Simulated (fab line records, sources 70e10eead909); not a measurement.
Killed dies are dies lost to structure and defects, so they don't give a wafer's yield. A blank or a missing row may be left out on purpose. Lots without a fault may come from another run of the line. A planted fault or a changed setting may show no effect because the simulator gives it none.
Chamber matching | flow nand_harc | NHARC_A_CHANNEL_HOLE_D2_ETCH_38 on rie_diel-01: 4 sister chambers
The step etches the open film in CF4, target depth 39 nm, time 65 s. 7 wafers are shown with their chamber, then 8 later ones without.

WAFERS WITH THEIR CHAMBER
wafer  | chamber | oes_product_au (a.u.) | rf_vpp_V (V)
L088.1 | 2       | 0.996                 | 153.1
L088.2 | 0       | 0.981                 | 150.8
L088.4 | 1       | 0.985                 | 153.3
L089.2 | 2       | 1.008                 | 152.3
L089.3 | 3       | 1.025                 | 151.6
L089.6 | 0       | 0.997                 | 149.5
L092.2 | 1       | 0.981                 | 153.2

WAFERS WITHOUT THEIR CHAMBER
wafer  | oes_product_au (a.u.) | rf_vpp_V (V)
L092.3 | 1.005                 | 152.8
L092.5 | 1.004                 | 153.6
L094.1 | 1.027                 | 149.6
L094.3 | 0.983                 | 152.2
L094.5 | 1.005                 | 153.3
L095.2 | 1.006                 | 152.7
L095.4 | 0.994                 | 151.6
L095.5 | 1.038                 | 152.1

WHICH CHAMBER EACH WENT THROUGH
wafer  | from the rows above               | in truth
L092.3 | 2                                 | 2
L092.5 | can't be placed: 2 or 1           | 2
L094.1 | can't be placed: 3 or 0           | 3
L094.3 | can't be placed: 1 or 2 or 0      | 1
L094.5 | can't be placed: 2 or 1           | 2
L095.2 | 2                                 | 2
L095.4 | can't be placed: 2 or 0 or 1 or 3 | 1
L095.5 | 3                                 | 3
Placed correctly: 3 of 8. Can't be placed from these rows: 5 (the true chamber is among the candidates in 5). Placed wrongly: 0.
How it was worked out, from the rows above alone: a wafer's distance from a chamber is the root of the sum, over the readings, of the square of ((its reading less the chamber's mean) divided by the reading's scatter). The wafer belongs to the nearest chamber; if the next one is less than 2 further off, it can't be placed. A chamber's mean is the mean of its shown wafers. The scatter: the root of (the sum of the squares of (reading less its chamber's mean) over the shown wafers, divided by (wafers less chambers)).
